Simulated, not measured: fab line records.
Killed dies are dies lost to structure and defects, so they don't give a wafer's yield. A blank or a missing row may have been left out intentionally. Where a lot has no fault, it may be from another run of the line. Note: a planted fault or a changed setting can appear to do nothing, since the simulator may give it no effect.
Chamber matching / flow n5-finfet / 4 sister chambers for N5_BEOL_M14_DESCUM_33 on rie-diel-01
The step chemistry O2, time 7.9 s. 27 wafers are shown with their chamber, then 12 later ones without.

WAFERS WITH THEIR CHAMBER
wafer=L076.2; chamber=0; showerhead-plenum-p-Torr (Torr)=2.18; drypump-motor-current-A (A)=6.0; throttle-valve-pct (%)=20.74
wafer=L076.3; chamber=1; showerhead-plenum-p-Torr (Torr)=2.16; drypump-motor-current-A (A)=5.9; throttle-valve-pct (%)=20.61
wafer=L076.4; chamber=3; showerhead-plenum-p-Torr (Torr)=2.07; drypump-motor-current-A (A)=5.7; throttle-valve-pct (%)=20.19
wafer=L075.3; chamber=2; showerhead-plenum-p-Torr (Torr)=2.24; drypump-motor-current-A (A)=5.6; throttle-valve-pct (%)=20.17
wafer=L075.4; chamber=3; showerhead-plenum-p-Torr (Torr)=2.07; drypump-motor-current-A (A)=5.8; throttle-valve-pct (%)=20.17
wafer=L075.5; chamber=3; showerhead-plenum-p-Torr (Torr)=2.07; drypump-motor-current-A (A)=5.7; throttle-valve-pct (%)=20.18
wafer=L077.3; chamber=3; showerhead-plenum-p-Torr (Torr)=2.07; drypump-motor-current-A (A)=5.7; throttle-valve-pct (%)=20.19
wafer=L077.4; chamber=1; showerhead-plenum-p-Torr (Torr)=2.16; drypump-motor-current-A (A)=5.9; throttle-valve-pct (%)=20.59
wafer=L077.5; chamber=3; showerhead-plenum-p-Torr (Torr)=2.07; drypump-motor-current-A (A)=5.8; throttle-valve-pct (%)=20.20
wafer=L078.1; chamber=2; showerhead-plenum-p-Torr (Torr)=2.23; drypump-motor-current-A (A)=5.6; throttle-valve-pct (%)=20.18
wafer=L078.2; chamber=3; showerhead-plenum-p-Torr (Torr)=2.07; drypump-motor-current-A (A)=5.7; throttle-valve-pct (%)=20.22
wafer=L078.4; chamber=0; showerhead-plenum-p-Torr (Torr)=2.18; drypump-motor-current-A (A)=6.0; throttle-valve-pct (%)=20.75
wafer=L081.2; chamber=3; showerhead-plenum-p-Torr (Torr)=2.06; drypump-motor-current-A (A)=5.7; throttle-valve-pct (%)=20.19
wafer=L081.3; chamber=1; showerhead-plenum-p-Torr (Torr)=2.16; drypump-motor-current-A (A)=5.9; throttle-valve-pct (%)=20.62
wafer=L081.6; chamber=2; showerhead-plenum-p-Torr (Torr)=2.23; drypump-motor-current-A (A)=5.5; throttle-valve-pct (%)=20.18
wafer=L085.1; chamber=3; showerhead-plenum-p-Torr (Torr)=2.06; drypump-motor-current-A (A)=5.8; throttle-valve-pct (%)=20.24
wafer=L085.3; chamber=1; showerhead-plenum-p-Torr (Torr)=2.15; drypump-motor-current-A (A)=5.9; throttle-valve-pct (%)=20.63
wafer=L085.5; chamber=3; showerhead-plenum-p-Torr (Torr)=2.06; drypump-motor-current-A (A)=5.7; throttle-valve-pct (%)=20.21
wafer=L087.1; chamber=3; showerhead-plenum-p-Torr (Torr)=2.06; drypump-motor-current-A (A)=5.7; throttle-valve-pct (%)=20.25
wafer=L087.5; chamber=3; showerhead-plenum-p-Torr (Torr)=2.06; drypump-motor-current-A (A)=5.7; throttle-valve-pct (%)=20.24
wafer=L087.6; chamber=0; showerhead-plenum-p-Torr (Torr)=2.18; drypump-motor-current-A (A)=6.0; throttle-valve-pct (%)=20.47
wafer=L089.3; chamber=2; showerhead-plenum-p-Torr (Torr)=2.22; drypump-motor-current-A (A)=5.6; throttle-valve-pct (%)=20.22
wafer=L089.5; chamber=3; showerhead-plenum-p-Torr (Torr)=2.05; drypump-motor-current-A (A)=5.7; throttle-valve-pct (%)=20.25
wafer=L089.6; chamber=0; showerhead-plenum-p-Torr (Torr)=2.17; drypump-motor-current-A (A)=6.0; throttle-valve-pct (%)=20.49
wafer=L093.1; chamber=1; showerhead-plenum-p-Torr (Torr)=2.15; drypump-motor-current-A (A)=5.9; throttle-valve-pct (%)=20.64
wafer=L093.2; chamber=0; showerhead-plenum-p-Torr (Torr)=2.17; drypump-motor-current-A (A)=6.0; throttle-valve-pct (%)=20.48
wafer=L093.6; chamber=3; showerhead-plenum-p-Torr (Torr)=2.05; drypump-motor-current-A (A)=5.7; throttle-valve-pct (%)=20.26

SIGNATURES (averages over the wafers above)
reading=showerhead-plenum-p-Torr; chamber 0=2.1760; chamber 1=2.1560; chamber 2=2.2300; chamber 3=2.0631; scatter within a chamber=0.00697
reading=drypump-motor-current-A; chamber 0=6.000; chamber 1=5.900; chamber 2=5.575; chamber 3=5.723; scatter within a chamber=0.0365
reading=throttle-valve-pct; chamber 0=20.5860; chamber 1=20.6180; chamber 2=20.1875; chamber 3=20.2146; scatter within a chamber=0.0655
Rule: for a wafer and a chamber, the distance is found by dividing, reading by reading, the gap between the wafer's reading and the chamber's mean by the reading's scatter, squaring, summing and taking the root. The wafer belongs to the nearest chamber; if the next one is less than 2 further off, it can't be placed. How the scatter is found: for the shown wafers, subtract from each reading the mean of its chamber, square and add these, divide the total by (wafers less chambers), then take the root.

WAFERS WITH NO CHAMBER GIVEN
wafer=L091.2; showerhead-plenum-p-Torr (Torr)=2.05; drypump-motor-current-A (A)=5.7; throttle-valve-pct (%)=20.26
wafer=L091.3; showerhead-plenum-p-Torr (Torr)=2.22; drypump-motor-current-A (A)=5.6; throttle-valve-pct (%)=20.21
wafer=L091.5; showerhead-plenum-p-Torr (Torr)=2.05; drypump-motor-current-A (A)=5.7; throttle-valve-pct (%)=20.25
wafer=L092.1; showerhead-plenum-p-Torr (Torr)=2.22; drypump-motor-current-A (A)=5.6; throttle-valve-pct (%)=20.23
wafer=L092.4; showerhead-plenum-p-Torr (Torr)=2.15; drypump-motor-current-A (A)=5.9; throttle-valve-pct (%)=20.65
wafer=L092.6; showerhead-plenum-p-Torr (Torr)=2.05; drypump-motor-current-A (A)=5.7; throttle-valve-pct (%)=20.26
wafer=L094.3; showerhead-plenum-p-Torr (Torr)=2.22; drypump-motor-current-A (A)=5.5; throttle-valve-pct (%)=20.22
wafer=L094.4; showerhead-plenum-p-Torr (Torr)=2.05; drypump-motor-current-A (A)=5.8; throttle-valve-pct (%)=20.25
wafer=L094.6; showerhead-plenum-p-Torr (Torr)=2.05; drypump-motor-current-A (A)=5.7; throttle-valve-pct (%)=20.26
wafer=L096.1; showerhead-plenum-p-Torr (Torr)=2.17; drypump-motor-current-A (A)=6.0; throttle-valve-pct (%)=20.50
wafer=L096.2; showerhead-plenum-p-Torr (Torr)=2.22; drypump-motor-current-A (A)=5.6; throttle-valve-pct (%)=20.26
wafer=L096.4; showerhead-plenum-p-Torr (Torr)=2.05; drypump-motor-current-A (A)=5.7; throttle-valve-pct (%)=20.27

WHICH CHAMBER EACH ONE RAN IN
wafer=L091.2; from the rows above=3; in truth=3
wafer=L091.3; from the rows above=2; in truth=2
wafer=L091.5; from the rows above=3; in truth=3
wafer=L092.1; from the rows above=2; in truth=2
wafer=L092.4; from the rows above=1; in truth=1
wafer=L092.6; from the rows above=3; in truth=3
wafer=L094.3; from the rows above=2; in truth=2
wafer=L094.4; from the rows above=3; in truth=3
wafer=L094.6; from the rows above=3; in truth=3
wafer=L096.1; from the rows above=0; in truth=0
wafer=L096.2; from the rows above=2; in truth=2
wafer=L096.4; from the rows above=3; in truth=3
Placed correctly: 12 of 12. Number that these rows cannot place: 0. Wrongly placed: 0.
